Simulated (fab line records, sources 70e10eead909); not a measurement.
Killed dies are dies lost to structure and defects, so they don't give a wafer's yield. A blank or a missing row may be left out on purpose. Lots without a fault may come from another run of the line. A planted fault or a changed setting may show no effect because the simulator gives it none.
fab line records | flow nand_harc
record lots=6 wafers=18 last_day=23
route steps=1159 shown A_ONON_D1@430 END@1159
lots that met no fault: from a run of the same line without faults
start_h: hours from the record's first day to the start of the lot's first wafer shown | wait_h: hours since the lot's step before | " the same as in the row above | L1.1+2: a row that stands for several wafers | - no value, or no start given | * or withheld: withheld | < > ~ a bound
route shown NAME@n: a module of which the file shows steps, and the number in the route of the first | usual: mean/standard deviation of fault-free wafers | same: alike in all rows | chamber/n: place in a boat | sites: the reading at each site | _std_site: their standard deviation | _edge_site: outer sites' mean less inner sites' | radius_mm: how far each site lies from the wafer's centre | mask NAME#n: copy n | behind: the tool/chamber that last shaped the wafer | hold: why the lot was held/for how many hours/how that ended | device: the transistor (n, p or np) that didn't switch | end of line: the same wafers' tests at the end of the route | a step without rows: its recipe alone | killed: dies lost to structure and defects at the first sort, not the wafer's yield | map: a wafer's dies, x killed, . not, _ none there
set.NAME: the setting as run; set.NAME@STEP: as run at that earlier step | model.NAME: the simulator's own value behind a step, which no gauge read
lots at some steps of the route; a table a step, a row a wafer
## steps
# step NHARC_A_ONON_D1_DEP_09
# recipe target_thk_a=10000 n2_flow_sccm=2750 n2o_flow_sccm=2000 nh3_flow_sccm=500 sih4_flow_sccm=210 temp_c=400
# step NHARC_A_ONON_D1_THK_MEAS_11
# recipe thk_meas_gauge=ellipsometry
# usual thk_nm=1002/10
# columns lot.wafer tool chamber start_h wait_h thk_nm
L700.2 film_metro-02 - 175.90 - 970
L700.3 " - " " 970
L700.5 " - " " 969
L701.3 film_metro-01 - 175.91 - 1008
L701.4 " - " " 1008
L701.5 " - " " 1007
L707.2 film_metro-02 - 207.18 - 994
L707.4 " - " " 993
L707.6 " - " " 992
L709.2 film_metro-02 - 236.24 - 998
L709.4 " - " " 995
L709.6 " - " " 995
L713.1 film_metro-01 - 249.51 - 1004
L713.2 " - " " 1005
L713.6 " - " " 1005
L716.2 film_metro-02 - 266.32 - 1006
L716.3 " - " " 1007
L716.6 " - " " 1007
# step NHARC_A_ONON_D1_DEP_12
# recipe target_thk_a=10000 n2_flow_sccm=2750 n2o_flow_sccm=2000 nh3_flow_sccm=500 sih4_flow_sccm=210 temp_c=400
# step NHARC_A_ONON_D1_THK_MEAS_14
# recipe thk_meas_gauge=ellipsometry
# usual thk_nm=1001/8.6
# columns lot.wafer tool chamber start_h wait_h thk_nm
L701.3 film_metro-02 - 176.47 - 1001
L701.4 " - " " 999
L701.5 " - " " 999
L700.2 film_metro-01 - 176.47 - 1000
L700.3 " - " " 998
L700.5 " - " " 997
L707.2 film_metro-01 - 207.74 - 1007
L707.4 " - " " 1008
L707.6 " - " " 1005
L709.2 film_metro-02 - 236.81 - 1012
L709.4 " - " " 1010
L709.6 " - " " 1011
L713.1 film_metro-01 - 250.08 - 992
L713.2 " - " " 994
L713.6 " - " " 996
L716.2 film_metro-02 - 266.89 - 994
L716.3 " - " " 994
L716.6 " - " " 994
# step NHARC_A_ONON_D1_ANNEAL_15
# recipe temp_c=750 time_s=3600
# step NHARC_A_ONON_D1_DEP_16
# recipe target_thk_a=10000 n2_flow_sccm=2750 n2o_flow_sccm=2000 nh3_flow_sccm=500 sih4_flow_sccm=210 temp_c=400
# step NHARC_A_ONON_D1_THK_MEAS_18
# recipe thk_meas_gauge=ellipsometry
# usual thk_nm=1001/11
# columns lot.wafer tool chamber start_h wait_h thk_nm
L701.3 film_metro-01 - 183.61 - 1016
L701.4 " - " " 1017
L701.5 " - " " 1014
L700.2 film_metro-02 - 183.64 - 1022
L700.3 " - " " 1022
L700.5 " - " " 1021
L707.2 film_metro-01 - 218.74 - 999
L707.4 " - " " 999
L707.6 " - " " 1001
L709.2 film_metro-01 - 243.85 - 1000
L709.4 " - " " 1000
L709.6 " - " " 1001
L713.1 film_metro-01 - 257.25 - 1019
L713.2 " - " " 1021
L713.6 " - " " 1020
L716.2 film_metro-01 - 275.70 - 1019
L716.3 " - " " 1018
L716.6 " - " " 1021
# step NHARC_A_ONON_D1_DEP_19
# recipe target_thk_a=10000 n2_flow_sccm=2750 n2o_flow_sccm=2000 nh3_flow_sccm=500 sih4_flow_sccm=210 temp_c=400
# step NHARC_A_ONON_D1_THK_MEAS_21
# recipe thk_meas_gauge=ellipsometry
# usual thk_nm=1002/12
# columns lot.wafer tool chamber start_h wait_h thk_nm
L701.3 film_metro-02 - 184.20 - 1003
L701.4 " - " " 1001
L701.5 " - " " 1003
L700.2 film_metro-02 - 184.22 - 1024
L700.3 " - " " 1024
L700.5 " - " " 1022
L707.2 film_metro-01 - 219.30 - 1019
L707.4 " - " " 1018
L707.6 " - " " 1020
L709.2 film_metro-02 - 244.54 - 1020
L709.4 " - " " 1021
L709.6 " - " " 1021
L713.1 film_metro-02 - 257.82 - 1011
L713.2 " - " " 1010
L713.6 " - " " 1011
L716.2 film_metro-01 - 276.27 - 1003
L716.3 " - " " 1004
L716.6 " - " " 1004
# step NHARC_A_ONON_D1_DEP_22
# recipe target_thk_a=10000 n2_flow_sccm=2750 n2o_flow_sccm=2000 nh3_flow_sccm=500 sih4_flow_sccm=210 temp_c=400
# step NHARC_A_ONON_D1_THK_MEAS_24
# recipe thk_meas_gauge=ellipsometry
# usual thk_nm=1001/8.4
# columns lot.wafer tool chamber start_h wait_h thk_nm
L701.3 film_metro-01 - 184.77 - 994
L701.4 " - " " 996
L701.5 " - " " 994
L700.2 film_metro-02 - 184.80 - 999
L700.3 " - " " 998
L700.5 " - " " 999
L707.2 film_metro-02 - 219.87 - 1004
L707.4 " - " " 1006
L707.6 " - " " 1004
L709.2 film_metro-01 - 245.13 - 1004
L709.4 " - " " 1003
L709.6 " - " " 1003
L713.1 film_metro-01 - 258.39 - 1007
L713.2 " - " " 1007
L713.6 " - " " 1005
L716.2 film_metro-01 - 276.83 - 1011
L716.3 " - " " 1012
L716.6 " - " " 1010
# step NHARC_A_ONON_D1_DEP_25
# recipe target_thk_a=10000 n2_flow_sccm=2750 n2o_flow_sccm=2000 nh3_flow_sccm=500 sih4_flow_sccm=210 temp_c=400
# columns lot.wafer tool chamber start_h wait_h
L700.2+3+5 pecvd_onon-02 0 184.92 0.1
L701.3+4+5 pecvd_onon-03 0 184.94 0.2
L707.2+4+6 pecvd_onon-03 0 219.99 0.1
L709.2+4+6 pecvd_onon-03 0 245.25 0.1
L713.1+2+6 pecvd_onon-02 0 258.44 0.1
L716.2+3+6 pecvd_onon-02 0 276.95 0.1
# step NHARC_A_ONON_D1_THK_MEAS_27
# recipe thk_meas_gauge=ellipsometry
# usual thk_nm=1002/9.8
# columns lot.wafer tool chamber start_h wait_h thk_nm
L701.3 film_metro-02 - 185.34 - 1011
L701.4 " - " " 1011
L701.5 " - " " 1010
L700.2 film_metro-02 - 185.37 - 998
L700.3 " - " " 998
L700.5 " - " " 997
L707.2 film_metro-01 - 220.44 - 1000
L707.4 " - " " 1493
L707.6 " - " " 999
L709.2 film_metro-01 - 245.70 - 1012
L709.4 " - " " 1506
L709.6 " - " " 1011
L713.1 film_metro-02 - 258.98 - 1008
L713.2 " - " " 1006
L713.6 " - " " 1007
L716.2 film_metro-02 - 277.40 - 992
L716.3 " - " " 993
L716.6 " - " " 992
# step NHARC_A_ONON_D1_DEP_28
# recipe target_thk_a=10000 n2_flow_sccm=2750 n2o_flow_sccm=2000 nh3_flow_sccm=500 sih4_flow_sccm=210 temp_c=400
# step NHARC_END_SORT_01
# recipe temp_c=25
# usual killed_at_array=26/9.6 killed_at_other=0.7/0.92 killed_at_periphery=3.8/2.7 killed_dies=31/10 killed_open=3.3/1.7 killed_short=1.8/1.3
# same gross_dies=677
# columns lot.wafer tool chamber start_h wait_h killed_at_array killed_at_other killed_at_periphery killed_dies killed_open killed_short
L707.2 prober-02 0 494.71 2.8 17 1 2 20 2 2
L707.4 prober-02 0 496.28 3.3 672 0 5 677 1 1
L707.6 prober-02 0 497.84 3.9 20 0 7 27 2 2
L709.4 prober-01 0 524.44 3.4 676 0 1 677 2 1
# killed by level:class
L707.2 A_SLIT:chamber_film_flake=5 P_GATE:chamber_film_flake=2 A_CHANNEL_HOLE_D1:chamber_film_flake=2 A_SGD_CUT:chamber_film_flake=2 A_CONTACT:chamber_film_flake=2 A_ONON_D1:geometric_particle:short=1 A_CHANNEL_HOLE_D1:geometric_particle:open=1 A_SGD_CUT:geometric_particle:short=1
L707.4 A_ONON_D1:area_dep=650 A_SLIT:chamber_film_flake=7 A_ZERO_WELL:chamber_film_flake=4 P_GATE:chamber_film_flake=3 A_CONTACT:chamber_film_flake=3 P_BONDPAD:chamber_film_flake=2 A_CHANNEL_HOLE_D1:chamber_film_flake=2 A_SGD_CUT:chamber_film_flake=2
L707.6 A_SLIT:chamber_film_flake=7 P_GATE:chamber_film_flake=3 A_ZERO_WELL:chamber_film_flake=3 A_STAIRCASE:chamber_film_flake=3 P_BONDPAD:chamber_film_flake=2 A_CONTACT:chamber_film_flake=2 P_GATE:geometric_particle:open=1 A_CHANNEL_FILL_D1:geometric_particle:short=1
L709.4 A_ONON_D1:area_dep=637 A_CHANNEL_HOLE_D1:chamber_film_flake=13 A_SLIT:chamber_film_flake=9 A_CONTACT:chamber_film_flake=6 A_SGD_CUT:chamber_film_flake=4 A_CHANNEL_FILL_D1:chamber_film_flake=3 P_M0:geometric_particle:short=1 A_CONTACT:geometric_particle:open=1
# map L707.4 (x killed, . not)
____________x____________
_________xxxxxxx_________
_______xxxxxxxxxxx_______
______xxxxxxxxxxxxx______
_____xxxxxxxxxxxxxxx_____
____xxxxxxxxxxxxxxxxx____
____xxxxxxxxxxxxxxxxx____
___xxxxxxxxxxxxxxxxxxx___
___xxxxxxxxxxxxxxxxxxx___
__xxxxxxxxxxxxxxxxxxxxx__
__xxxxxxxxxxxxxxxxxxxxx__
_xxxxxxxxxxxxxxxxxxxxxxx_
_xxxxxxxxxxxxxxxxxxxxxxx_
_xxxxxxxxxxxxxxxxxxxxxxx_
_xxxxxxxxxxxxxxxxxxxxxxx_
_xxxxxxxxxxxxxxxxxxxxxxx_
xxxxxxxxxxxxxxxxxxxxxxxxx
xxxxxxxxxxxxxxxxxxxxxxxxx
xxxxxxxxxxxxxxxxxxxxxxxxx
xxxxxxxxxxxxxxxxxxxxxxxxx
xxxxxxxxxxxxxxxxxxxxxxxxx
_xxxxxxxxxxxxxxxxxxxxxxx_
_xxxxxxxxxxxxxxxxxxxxxxx_
_xxxxxxxxxxxxxxxxxxxxxxx_
_xxxxxxxxxxxxxxxxxxxxxxx_
_xxxxxxxxxxxxxxxxxxxxxxx_
__xxxxxxxxxxxxxxxxxxxxx__
__xxxxxxxxxxxxxxxxxxxxx__
___xxxxxxxxxxxxxxxxxxx___
___xxxxxxxxxxxxxxxxxxx___
____xxxxxxxxxxxxxxxxx____
____xxxxxxxxxxxxxxxxx____
_____xxxxxxxxxxxxxxx_____
______xxxxxxxxxxxxx______
_______xxxxxxxxxxx_______
_________xxxxxxx_________
____________x____________
# map L709.4 (x killed, . not)
____________x____________
_________xxxxxxx_________
_______xxxxxxxxxxx_______
______xxxxxxxxxxxxx______
_____xxxxxxxxxxxxxxx_____
____xxxxxxxxxxxxxxxxx____
____xxxxxxxxxxxxxxxxx____
___xxxxxxxxxxxxxxxxxxx___
___xxxxxxxxxxxxxxxxxxx___
__xxxxxxxxxxxxxxxxxxxxx__
__xxxxxxxxxxxxxxxxxxxxx__
_xxxxxxxxxxxxxxxxxxxxxxx_
_xxxxxxxxxxxxxxxxxxxxxxx_
_xxxxxxxxxxxxxxxxxxxxxxx_
_xxxxxxxxxxxxxxxxxxxxxxx_
_xxxxxxxxxxxxxxxxxxxxxxx_
xxxxxxxxxxxxxxxxxxxxxxxxx
xxxxxxxxxxxxxxxxxxxxxxxxx
xxxxxxxxxxxxxxxxxxxxxxxxx
xxxxxxxxxxxxxxxxxxxxxxxxx
xxxxxxxxxxxxxxxxxxxxxxxxx
_xxxxxxxxxxxxxxxxxxxxxxx_
_xxxxxxxxxxxxxxxxxxxxxxx_
_xxxxxxxxxxxxxxxxxxxxxxx_
_xxxxxxxxxxxxxxxxxxxxxxx_
_xxxxxxxxxxxxxxxxxxxxxxx_
__xxxxxxxxxxxxxxxxxxxxx__
__xxxxxxxxxxxxxxxxxxxxx__
___xxxxxxxxxxxxxxxxxxx___
___xxxxxxxxxxxxxxxxxxx___
____xxxxxxxxxxxxxxxxx____
____xxxxxxxxxxxxxxxxx____
_____xxxxxxxxxxxxxxx_____
______xxxxxxxxxxxxx______
_______xxxxxxxxxxx_______
_________xxxxxxx_________
____________x____________
## key
first_sign step=NHARC_A_ONON_D1_THK_MEAS_27 reading=thk_nm direction=up sigmas=51 usual=1002 struck=1500
effect step=NHARC_END_SORT_01 reading=killed_at_array direction=up sigmas=67 usual=26 struck=674
more_kills_born_at NHARC_A_ONON_D1_DEP_25@pecvd_onon-03=1287
met_at NHARC_A_ONON_D1_DEP_25
struck_wafers L707.4,L709.4
later_rows_left_out L707.4,L709.4
tester_left_out L707,L709
onset_between 184.94 219.99
fault kind=process_parameter_drift tool=pecvd_onon-03 chamber=- onset_h=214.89 steps=NHARC_A_ONON_D1_DEP_25 channel=target_thk_a offset=* shape=step end_h=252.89 scope=struck_wafers_only acts_in=* stated=*
# tester_left_out: of these lots the tester's yield and bins aren't shown, on N5 and GAA mostly nor the transistor test; their killed dies are dies lost to structure and defects alone, not to doping, threshold or leakage, so they don't give the yield
# later_rows_left_out: the simulator's readings of these wafers behind a module that went badly wrong aren't trusted and aren't shown, but for the sort
